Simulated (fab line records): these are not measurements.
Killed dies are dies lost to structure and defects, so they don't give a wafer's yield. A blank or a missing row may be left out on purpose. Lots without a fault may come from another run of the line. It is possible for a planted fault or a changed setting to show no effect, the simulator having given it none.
Chamber matching :: flow nand-harc :: NHARC_A_CONTACT_DESCUM_13 on rie-diel-04 has 4 sister chambers
The step chemistry O2, time 3 s. 20 wafers are shown with their chamber, then 10 later ones without.

## EACH WAFER AND ITS CHAMBER
wafer: L841.2
chamber: 3
showerhead-plenum-p-Torr (Torr): 1.88
drypump-motor-current-A (A): 5.92
oes-product-au (a.u.): 0.987

wafer: L841.5
chamber: 0
showerhead-plenum-p-Torr (Torr): 2.01
drypump-motor-current-A (A): 5.78
oes-product-au (a.u.): 1.001

wafer: L841.6
chamber: 3
showerhead-plenum-p-Torr (Torr): 1.88
drypump-motor-current-A (A): 5.91
oes-product-au (a.u.): 0.997

wafer: L843.2
chamber: 0
showerhead-plenum-p-Torr (Torr): 2.01
drypump-motor-current-A (A): 5.81
oes-product-au (a.u.): 1.004

wafer: L843.5
chamber: 1
showerhead-plenum-p-Torr (Torr): 2.02
drypump-motor-current-A (A): 5.50
oes-product-au (a.u.): 1.006

wafer: L843.6
chamber: 0
showerhead-plenum-p-Torr (Torr): 2.01
drypump-motor-current-A (A): 5.76
oes-product-au (a.u.): 1.006

wafer: L844.2
chamber: 3
showerhead-plenum-p-Torr (Torr): 1.88
drypump-motor-current-A (A): 5.92
oes-product-au (a.u.): 0.996

wafer: L844.5
chamber: 1
showerhead-plenum-p-Torr (Torr): 2.02
drypump-motor-current-A (A): 5.49
oes-product-au (a.u.): 1.010

wafer: L844.6
chamber: 2
showerhead-plenum-p-Torr (Torr): 2.03
drypump-motor-current-A (A): 5.62
oes-product-au (a.u.): 1.001

wafer: L852.1
chamber: 0
showerhead-plenum-p-Torr (Torr): 2.01
drypump-motor-current-A (A): 5.80
oes-product-au (a.u.): 0.999

wafer: L852.2
chamber: 1
showerhead-plenum-p-Torr (Torr): 2.01
drypump-motor-current-A (A): 5.51
oes-product-au (a.u.): 1.010

wafer: L852.6
chamber: 1
showerhead-plenum-p-Torr (Torr): 2.01
drypump-motor-current-A (A): 5.52
oes-product-au (a.u.): 1.010

wafer: L853.2
chamber: 1
showerhead-plenum-p-Torr (Torr): 2.01
drypump-motor-current-A (A): 5.50
oes-product-au (a.u.): 1.004

wafer: L853.5
chamber: 0
showerhead-plenum-p-Torr (Torr): 2.00
drypump-motor-current-A (A): 5.80
oes-product-au (a.u.): 1.004

wafer: L853.6
chamber: 1
showerhead-plenum-p-Torr (Torr): 2.01
drypump-motor-current-A (A): 5.51
oes-product-au (a.u.): 1.007

wafer: L856.3
chamber: 0
showerhead-plenum-p-Torr (Torr): 2.00
drypump-motor-current-A (A): 5.78
oes-product-au (a.u.): 0.989

wafer: L856.4
chamber: 2
showerhead-plenum-p-Torr (Torr): 2.02
drypump-motor-current-A (A): 5.65
oes-product-au (a.u.): 1.014

wafer: L856.6
chamber: 1
showerhead-plenum-p-Torr (Torr): 2.01
drypump-motor-current-A (A): 5.49
oes-product-au (a.u.): 1.006

wafer: L859.1
chamber: 2
showerhead-plenum-p-Torr (Torr): 2.02
drypump-motor-current-A (A): 5.62
oes-product-au (a.u.): 1.012

wafer: L859.3
chamber: 1
showerhead-plenum-p-Torr (Torr): 2.01
drypump-motor-current-A (A): 5.50
oes-product-au (a.u.): 1.008

SIGNATURES (averages over the wafers above)
reading: showerhead-plenum-p-Torr
chamber 0: 2.0067
chamber 1: 2.0125
chamber 2: 2.0233
chamber 3: 1.8800
scatter within a chamber: 0.00468

reading: drypump-motor-current-A
chamber 0: 5.7883
chamber 1: 5.5025
chamber 2: 5.6300
chamber 3: 5.9167
scatter within a chamber: 0.0139

reading: oes-product-au
chamber 0: 1.00050
chamber 1: 1.00762
chamber 2: 1.00900
chamber 3: 0.99333
scatter within a chamber: 0.0049
Rule: a wafer's distance from a chamber is the root of the sum, over the readings, of the square of ((its reading less the chamber's mean) divided by the reading's scatter). If the next closest chamber is less than 2 further off than the closest, the wafer can't be placed; otherwise it belongs to the closest. The scatter: take each reading less its chamber's mean, square it, sum over the shown wafers, divide by the number of wafers less the number of chambers, and take the root.

## WAFERS WITHOUT THEIR CHAMBER
wafer: L859.6
showerhead-plenum-p-Torr (Torr): 2.00
drypump-motor-current-A (A): 5.79
oes-product-au (a.u.): 1.009

wafer: L860.1
showerhead-plenum-p-Torr (Torr): 2.00
drypump-motor-current-A (A): 5.80
oes-product-au (a.u.): 0.995

wafer: L860.3
showerhead-plenum-p-Torr (Torr): 1.87
drypump-motor-current-A (A): 5.95
oes-product-au (a.u.): 0.998

wafer: L860.4
showerhead-plenum-p-Torr (Torr): 2.01
drypump-motor-current-A (A): 5.52
oes-product-au (a.u.): 1.004

wafer: L862.3
showerhead-plenum-p-Torr (Torr): 2.01
drypump-motor-current-A (A): 5.53
oes-product-au (a.u.): 0.996

wafer: L862.4
showerhead-plenum-p-Torr (Torr): 1.87
drypump-motor-current-A (A): 5.92
oes-product-au (a.u.): 0.992

wafer: L862.5
showerhead-plenum-p-Torr (Torr): 2.01
drypump-motor-current-A (A): 5.53
oes-product-au (a.u.): 0.994

wafer: L863.1
showerhead-plenum-p-Torr (Torr): 2.00
drypump-motor-current-A (A): 5.83
oes-product-au (a.u.): 1.001

wafer: L863.5
showerhead-plenum-p-Torr (Torr): 2.01
drypump-motor-current-A (A): 5.51
oes-product-au (a.u.): 1.010

wafer: L863.6
showerhead-plenum-p-Torr (Torr): 2.00
drypump-motor-current-A (A): 5.81
oes-product-au (a.u.): 1.001

## EACH ONE'S CHAMBER
wafer: L859.6
from the rows above: 0
in truth: 0

wafer: L860.1
from the rows above: 0
in truth: 0

wafer: L860.3
from the rows above: 3
in truth: 3

wafer: L860.4
from the rows above: 1
in truth: 1

wafer: L862.3
from the rows above: 1
in truth: 1

wafer: L862.4
from the rows above: 3
in truth: 3

wafer: L862.5
from the rows above: 1
in truth: 1

wafer: L863.1
from the rows above: 0
in truth: 0

wafer: L863.5
from the rows above: 1
in truth: 1

wafer: L863.6
from the rows above: 0
in truth: 0
Placed correctly: 10 of 10. From these rows, 0 cannot be placed. Placed wrongly: 0.
